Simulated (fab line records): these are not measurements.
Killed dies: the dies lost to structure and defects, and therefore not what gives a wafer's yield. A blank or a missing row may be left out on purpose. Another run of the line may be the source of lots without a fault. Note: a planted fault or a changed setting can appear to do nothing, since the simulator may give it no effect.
A sampling plan put to the test + flow nand harc + one fab line, 37 faults that these records tell of, each judged on the records of the lots that it struck; 1 more is left out, because the records don't allow judging it
The line's own looks make up the plan; these are the steps of the route where a gauge or inspection reads the wafer and leaves it unchanged. A look is open to judgement when struck wafers have a number at it and the file gives its usual mean and standard deviation on fault-free wafers. Caught: at a look after the fault's first step, the mean of the struck wafers lies 4 or more of those standard deviations (sigma) from the usual mean. On the tool: here the same test is run on the tool's own readings at the fault's steps. Another recipe on the struck wafers, or a record that is blank for them alone, also counts as caught.

THE FAULTS, as the simulator had put them in
1. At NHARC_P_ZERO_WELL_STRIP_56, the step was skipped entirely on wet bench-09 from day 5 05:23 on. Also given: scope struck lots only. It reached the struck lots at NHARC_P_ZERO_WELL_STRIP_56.
2. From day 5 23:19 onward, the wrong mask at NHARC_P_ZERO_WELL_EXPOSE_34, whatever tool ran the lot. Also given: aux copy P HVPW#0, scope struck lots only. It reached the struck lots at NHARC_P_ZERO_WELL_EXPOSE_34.
3. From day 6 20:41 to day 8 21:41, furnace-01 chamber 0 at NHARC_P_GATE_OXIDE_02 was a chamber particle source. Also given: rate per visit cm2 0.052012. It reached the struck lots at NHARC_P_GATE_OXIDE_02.
4. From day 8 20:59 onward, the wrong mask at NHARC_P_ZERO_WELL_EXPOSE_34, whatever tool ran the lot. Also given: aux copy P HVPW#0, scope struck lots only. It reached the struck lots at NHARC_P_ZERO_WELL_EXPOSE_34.
5. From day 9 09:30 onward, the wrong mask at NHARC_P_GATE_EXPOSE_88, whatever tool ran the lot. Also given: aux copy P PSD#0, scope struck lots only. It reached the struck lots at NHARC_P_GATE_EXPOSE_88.
6. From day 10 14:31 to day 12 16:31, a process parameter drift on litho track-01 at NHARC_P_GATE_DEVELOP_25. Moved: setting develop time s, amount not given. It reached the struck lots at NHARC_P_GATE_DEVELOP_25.
7. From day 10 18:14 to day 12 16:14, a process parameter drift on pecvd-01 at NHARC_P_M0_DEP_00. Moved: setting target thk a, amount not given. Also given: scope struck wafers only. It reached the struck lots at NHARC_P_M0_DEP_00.
8. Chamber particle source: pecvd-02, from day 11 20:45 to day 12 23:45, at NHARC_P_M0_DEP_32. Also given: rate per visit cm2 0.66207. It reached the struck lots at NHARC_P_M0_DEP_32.
9. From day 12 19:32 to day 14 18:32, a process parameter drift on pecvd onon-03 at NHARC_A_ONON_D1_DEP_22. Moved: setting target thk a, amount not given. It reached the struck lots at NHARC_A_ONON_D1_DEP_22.
10. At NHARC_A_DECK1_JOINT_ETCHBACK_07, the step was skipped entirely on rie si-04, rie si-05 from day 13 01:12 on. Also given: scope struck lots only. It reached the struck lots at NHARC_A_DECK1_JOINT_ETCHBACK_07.
11. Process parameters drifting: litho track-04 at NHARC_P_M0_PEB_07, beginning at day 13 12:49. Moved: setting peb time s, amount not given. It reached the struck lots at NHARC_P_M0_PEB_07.
12. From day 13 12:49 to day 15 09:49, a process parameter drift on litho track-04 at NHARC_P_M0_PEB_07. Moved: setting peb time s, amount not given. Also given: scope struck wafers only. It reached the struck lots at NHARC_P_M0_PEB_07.
13. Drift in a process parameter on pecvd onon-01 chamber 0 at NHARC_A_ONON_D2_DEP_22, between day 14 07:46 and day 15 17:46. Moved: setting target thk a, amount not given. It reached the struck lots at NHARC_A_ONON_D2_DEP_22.
14. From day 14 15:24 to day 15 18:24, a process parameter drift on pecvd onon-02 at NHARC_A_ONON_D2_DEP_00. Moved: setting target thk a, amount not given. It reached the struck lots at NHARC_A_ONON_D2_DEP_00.
15. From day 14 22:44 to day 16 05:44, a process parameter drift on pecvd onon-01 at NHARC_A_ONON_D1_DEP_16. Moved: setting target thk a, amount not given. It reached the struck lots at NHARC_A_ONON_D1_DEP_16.
16. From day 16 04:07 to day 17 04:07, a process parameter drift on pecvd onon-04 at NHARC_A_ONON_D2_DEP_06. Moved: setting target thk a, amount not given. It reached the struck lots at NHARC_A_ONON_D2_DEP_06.
17. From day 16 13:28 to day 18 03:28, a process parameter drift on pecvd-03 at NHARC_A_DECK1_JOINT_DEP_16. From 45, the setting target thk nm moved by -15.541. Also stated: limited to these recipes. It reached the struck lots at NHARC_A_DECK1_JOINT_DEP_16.
18. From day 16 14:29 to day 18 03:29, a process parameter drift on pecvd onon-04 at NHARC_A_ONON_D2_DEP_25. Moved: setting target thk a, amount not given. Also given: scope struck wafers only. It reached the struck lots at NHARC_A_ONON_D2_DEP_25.
19. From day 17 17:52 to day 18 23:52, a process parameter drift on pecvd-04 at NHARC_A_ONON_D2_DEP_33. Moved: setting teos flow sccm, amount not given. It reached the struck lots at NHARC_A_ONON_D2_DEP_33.
20. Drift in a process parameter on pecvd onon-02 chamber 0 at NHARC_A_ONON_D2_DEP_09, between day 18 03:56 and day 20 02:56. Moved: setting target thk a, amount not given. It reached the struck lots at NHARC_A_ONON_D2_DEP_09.
21. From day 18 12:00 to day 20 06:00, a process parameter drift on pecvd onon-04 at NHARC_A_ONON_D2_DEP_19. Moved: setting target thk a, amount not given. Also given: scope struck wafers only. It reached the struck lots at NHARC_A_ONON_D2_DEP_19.
22. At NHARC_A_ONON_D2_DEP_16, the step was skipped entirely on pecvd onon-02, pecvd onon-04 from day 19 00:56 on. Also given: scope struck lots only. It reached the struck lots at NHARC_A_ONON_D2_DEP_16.
23. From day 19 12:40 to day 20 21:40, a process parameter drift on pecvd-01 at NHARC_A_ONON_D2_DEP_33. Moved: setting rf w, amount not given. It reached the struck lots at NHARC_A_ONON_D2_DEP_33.
24. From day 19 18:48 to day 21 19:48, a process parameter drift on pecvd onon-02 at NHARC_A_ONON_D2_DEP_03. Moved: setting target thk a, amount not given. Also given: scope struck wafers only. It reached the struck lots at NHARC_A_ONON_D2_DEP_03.
25. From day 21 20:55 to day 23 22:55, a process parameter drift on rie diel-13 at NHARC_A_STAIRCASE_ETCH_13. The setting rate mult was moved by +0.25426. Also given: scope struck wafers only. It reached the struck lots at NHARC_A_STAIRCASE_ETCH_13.
26. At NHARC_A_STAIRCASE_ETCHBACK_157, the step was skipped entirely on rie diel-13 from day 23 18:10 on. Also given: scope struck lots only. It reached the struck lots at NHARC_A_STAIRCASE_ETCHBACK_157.
27. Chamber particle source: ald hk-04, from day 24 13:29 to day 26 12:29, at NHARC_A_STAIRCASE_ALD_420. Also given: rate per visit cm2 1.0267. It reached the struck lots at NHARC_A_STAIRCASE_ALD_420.
28. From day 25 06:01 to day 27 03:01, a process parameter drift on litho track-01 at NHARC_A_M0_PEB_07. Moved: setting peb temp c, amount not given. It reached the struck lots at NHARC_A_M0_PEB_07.
29. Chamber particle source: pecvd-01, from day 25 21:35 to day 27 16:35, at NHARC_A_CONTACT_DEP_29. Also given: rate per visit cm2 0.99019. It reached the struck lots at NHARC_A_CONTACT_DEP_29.
30. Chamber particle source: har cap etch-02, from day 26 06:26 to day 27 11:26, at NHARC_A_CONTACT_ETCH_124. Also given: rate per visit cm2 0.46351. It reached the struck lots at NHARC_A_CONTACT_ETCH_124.
31. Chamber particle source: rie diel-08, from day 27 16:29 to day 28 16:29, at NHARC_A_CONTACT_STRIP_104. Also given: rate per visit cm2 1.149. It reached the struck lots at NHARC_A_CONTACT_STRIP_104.
32. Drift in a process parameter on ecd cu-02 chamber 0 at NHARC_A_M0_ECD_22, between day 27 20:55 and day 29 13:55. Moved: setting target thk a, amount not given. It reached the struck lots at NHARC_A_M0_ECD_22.
33. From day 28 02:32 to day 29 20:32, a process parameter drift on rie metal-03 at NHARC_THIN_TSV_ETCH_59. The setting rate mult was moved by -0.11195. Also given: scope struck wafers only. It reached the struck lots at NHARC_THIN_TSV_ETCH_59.
34. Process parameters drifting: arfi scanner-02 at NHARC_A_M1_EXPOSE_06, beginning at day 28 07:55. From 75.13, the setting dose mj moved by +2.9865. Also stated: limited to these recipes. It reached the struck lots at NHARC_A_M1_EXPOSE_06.
35. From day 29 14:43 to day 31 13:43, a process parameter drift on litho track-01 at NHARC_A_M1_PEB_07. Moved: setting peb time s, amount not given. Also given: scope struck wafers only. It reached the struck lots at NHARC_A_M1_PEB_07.
36. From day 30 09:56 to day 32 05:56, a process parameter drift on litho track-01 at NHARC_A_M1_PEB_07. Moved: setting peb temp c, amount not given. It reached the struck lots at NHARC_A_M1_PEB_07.
37. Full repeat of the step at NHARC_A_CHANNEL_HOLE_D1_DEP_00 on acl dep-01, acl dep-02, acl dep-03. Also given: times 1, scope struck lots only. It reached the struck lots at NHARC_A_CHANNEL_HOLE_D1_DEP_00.

WHAT THE PLAN SAW
| fault | on the tool itself                               | first look that catches it                      | reading, sigma                                         | median hours from its first step to that look | hours from the fault's start to the first struck lot there | judged looks passed uncaught |
|-------|--------------------------------------------------|-------------------------------------------------|--------------------------------------------------------|-----------------------------------------------|------------------------------------------------------------|------------------------------|
| 1     | the tool's record is blank for the struck wafers | NHARC_END_SORT_01                               | killed at periphery +99 or beyond                      | 548.5                                         | 557                                                        | 0                            |
| 2     | no reading that can be judged                    | NHARC_END_SORT_01                               | killed at periphery +99 or beyond                      | 544.2                                         | 549                                                        | 0                            |
| 3     | under 2 sigma                                    | NHARC_P_GATE_INSPECT_28                         | raw defect count +11                                   | 19.6                                          | 25                                                         | 1                            |
| 4     | no reading that can be judged                    | NHARC_END_SORT_01                               | killed at periphery +99 or beyond                      | 551.3                                         | 553                                                        | 0                            |
| 5     | under 2 sigma                                    | NHARC_END_SORT_01                               | killed at periphery +99 or beyond                      | 453.9                                         | 457                                                        | 0                            |
| 6     | no reading that can be judged                    | NHARC_P_GATE_CD_MEAS_26                         | cd nm -4.4                                             | 0.6                                           | 23                                                         | 0                            |
| 7     | no reading that can be judged                    | NHARC_END_SORT_01                               | killed at periphery +99 or beyond                      | 438.8                                         | 447                                                        | 0                            |
| 8     | under 2 sigma                                    | NHARC_P_M1_INSPECT_11                           | raw defect count +99 or beyond                         | 1.4                                           | 10                                                         | 2                            |
| 9     | no reading that can be judged                    | NHARC_A_ONON_D1_THK_MEAS_24                     | thk nm -36                                             | 0.4                                           | 5                                                          | 0                            |
| 10    | the tool's record is blank for the struck wafers | NHARC_END_SORT_01                               | killed at array +39                                    | 327.9                                         | 338                                                        | 0                            |
| 11    | heater power total W +25 sigma                   | NHARC_P_M0_CD_MEAS_09                           | cd nm -4.4                                             | 0.1                                           | 19                                                         | 0                            |
| 12    | under 2 sigma                                    | NHARC_P_M0_CD_MEAS_09                           | cd nm +21                                              | 0.1                                           | 11                                                         | 0                            |
| 13    | no reading that can be judged                    | NHARC_A_ONON_D2_THK_MEAS_24                     | thk nm +63                                             | 0.4                                           | 6                                                          | 0                            |
| 14    | under 2 sigma                                    | NHARC_A_ONON_D2_THK_MEAS_02                     | thk nm +12                                             | 0.5                                           | 14                                                         | 0                            |
| 15    | no reading that can be judged                    | NHARC_A_ONON_D1_THK_MEAS_18                     | thk nm +48                                             | 0.5                                           | 7                                                          | 0                            |
| 16    | under 2 sigma                                    | NHARC_A_ONON_D2_THK_MEAS_08                     | thk nm +66                                             | 0.5                                           | 4                                                          | 0                            |
| 17    | under 2 sigma                                    | NHARC_A_DECK1_JOINT_THK_MEAS_17                 | thk nm -14                                             | 0.3                                           | 8                                                          | 0                            |
| 18    | no reading that can be judged                    | NHARC_A_ONON_D2_THK_MEAS_27                     | thk nm -35                                             | 0.4                                           | 20                                                         | 0                            |
| 19    | mfc precursor sccm -64 sigma                     | NHARC_A_ONON_D2_THK_MEAS_34                     | thk nm -14                                             | 0.4                                           | 7                                                          | 0                            |
| 20    | under 2 sigma                                    | NHARC_A_ONON_D2_THK_MEAS_11                     | thk nm -36                                             | 0.5                                           | 14                                                         | 0                            |
| 21    | under 2 sigma                                    | NHARC_A_ONON_D2_THK_MEAS_21                     | thk nm +58                                             | 0.5                                           | 14                                                         | 0                            |
| 22    | the tool's record is blank for the struck wafers | NHARC_END_SORT_01                               | killed at array +39                                    | 292.2                                         | 273                                                        | 0                            |
| 23    | rf fwd power W +35 sigma                         | none of the 2 looks that can be judged after it | strongest: thk nm at NHARC_A_ONON_D2_THK_MEAS_34, +2.8 | -                                             | -                                                          | 2                            |
| 24    | under 2 sigma                                    | NHARC_A_ONON_D2_THK_MEAS_05                     | thk nm +5.6                                            | 0.5                                           | 9                                                          | 0                            |
| 25    | oes product au +9.6 sigma                        | NHARC_END_SORT_01                               | killed at array +24                                    | 224.5                                         | 245                                                        | 0                            |
| 26    | the tool's record is blank for the struck wafers | NHARC_END_SORT_01                               | killed at array +39                                    | 130.8                                         | 122                                                        | 0                            |
| 27    | under 2 sigma                                    | NHARC_END_SORT_01                               | killed at array +4.1                                   | 175.3                                         | 197                                                        | 1                            |
| 28    | plate temp C +12 sigma                           | NHARC_A_M0_CD_MEAS_09                           | cd nm +9.4                                             | 0.1                                           | 15                                                         | 0                            |
| 29    | under 2 sigma                                    | NHARC_A_CONTACT_INSPECT_44                      | raw defect count +15                                   | 0.8                                           | 1                                                          | 1                            |
| 30    | no reading that can be judged                    | not the one look that can be judged after it    | -                                                      | -                                             | -                                                          | 1                            |
| 31    | no reading that can be judged                    | none of the 2 looks that can be judged after it | strongest: killed at array at NHARC_END_SORT_01, +3.7  | -                                             | -                                                          | 2                            |
| 32    | no reading that can be judged                    | not the one look that can be judged after it    | -                                                      | -                                             | -                                                          | 1                            |
| 33    | oes product au -6.7 sigma                        | NHARC_END_SORT_01                               | killed at other +99 or beyond                          | 12.2                                          | 43                                                         | 0                            |
| 34    | exposure dose mJ cm2 +36 sigma                   | NHARC_A_M1_CD_MEAS_09                           | cd nm +4.4                                             | 0.1                                           | 13                                                         | 0                            |
| 35    | no reading that can be judged                    | NHARC_A_M1_CD_MEAS_09                           | cd nm +19                                              | 0.1                                           | 43                                                         | 0                            |
| 36    | plate temp C +23 sigma                           | NHARC_A_M1_CD_MEAS_09                           | cd nm +13                                              | 0.1                                           | 2                                                          | 0                            |
| 37    | under 2 sigma                                    | NHARC_END_SORT_01                               | killed at array +39                                    | 387.2                                         | -                                                          | 0                            |
A dash: the fault isn't caught, or these records don't give the number.

Caught at a look: 33 of 37. Caught on the tool: 12 of 37. By one or the other: 34 of 37.
Caught on the tool alone: fault 23.
Caught at a look alone: faults 2, 3, 4, 5, 6, 7, 8, 9, 12, 13, 14, 15, 16, 17, 18, 20, 21, 24, 27, 29, 35, 37.
Caught by neither: faults 30, 31, 32.

THINNER SAMPLING
If the look that catches a fault measured only every second or every third lot, by lot number, the first struck lot would be measured this late in the worst case:
| fault | struck lots at that look, in order of time | every lot | every second lot | every third lot |
|-------|--------------------------------------------|-----------|------------------|-----------------|
| 1     | L824, L823                                 | 557 h     | 558 h            | may miss all 2  |
| 2     | L742                                       | 549 h     | may miss it      | may miss it     |
| 3     | L432, L435                                 | 25 h      | 59 h             | may miss all 2  |
| 4     | L209                                       | 553 h     | may miss it      | may miss it     |
| 5     | L175                                       | 457 h     | may miss it      | may miss it     |
| 6     | L447, L448                                 | 23 h      | 31 h             | may miss all 2  |
| 7     | L638, L639                                 | 447 h     | 475 h            | may miss all 2  |
| 8     | L511, L512                                 | 10 h      | 22 h             | may miss all 2  |
| 9     | L717, L720                                 | 5 h       | 46 h             | may miss all 2  |
| 10    | L527, L528, L529                           | 338 h     | 347 h            | 354 h           |
| 11    | L107, L109                                 | 19 h      | may miss all 2   | may miss all 2  |
| 12    | L889, L890                                 | 11 h      | 19 h             | may miss all 2  |
| 13    | L368, L369                                 | 6 h       | 32 h             | may miss all 2  |
| 14    | L346, L347                                 | 14 h      | 25 h             | may miss all 2  |
| 15    | L732, L733                                 | 7 h       | 19 h             | may miss all 2  |
| 16    | L753, L755                                 | 4 h       | may miss all 2   | may miss all 2  |
| 17    | L750, L752                                 | 8 h       | may miss all 2   | may miss all 2  |
| 18    | L321                                       | 20 h      | may miss it      | may miss it     |
| 19    | L834, L835                                 | 7 h       | 8 h              | may miss all 2  |
| 20    | L808, L809                                 | 14 h      | 31 h             | may miss all 2  |
| 21    | L535                                       | 14 h      | may miss it      | may miss it     |
| 22    | L953, L956, L955                           | 273 h     | 309 h            | may miss all 3  |
| 24    | L283, L287, L288                           | 9 h       | 48 h             | 48 h            |
| 25    | L249, L250                                 | 245 h     | 269 h            | may miss all 2  |
| 26    | L741, L744, L743                           | 122 h     | 134 h            | may miss all 3  |
| 27    | L447, L446                                 | 197 h     | 205 h            | may miss all 2  |
| 28    | L946, L948                                 | 15 h      | may miss all 2   | may miss all 2  |
| 29    | L625, L628                                 | 1 h       | 11 h             | may miss all 2  |
| 33    | L607                                       | 43 h      | may miss it      | may miss it     |
| 34    | L215, L217                                 | 13 h      | may miss all 2   | may miss all 2  |
| 35    | L687                                       | 43 h      | may miss it      | may miss it     |
| 36    | L459, L462                                 | 2 h       | 24 h             | may miss all 2  |
Hours: fault start to first struck lot measured. Since the struck wafers were tested as one group against 4 sigma, a single lot by itself may lie under the limit. Other struck lots may not be in these records.

THE LONGEST TIMED WAY FROM STEP TO LOOK
For fault 4, NHARC_P_ZERO_WELL_EXPOSE_34 and NHARC_END_SORT_01 are separated by a median of 551.3 hours. No look between them can be judged.
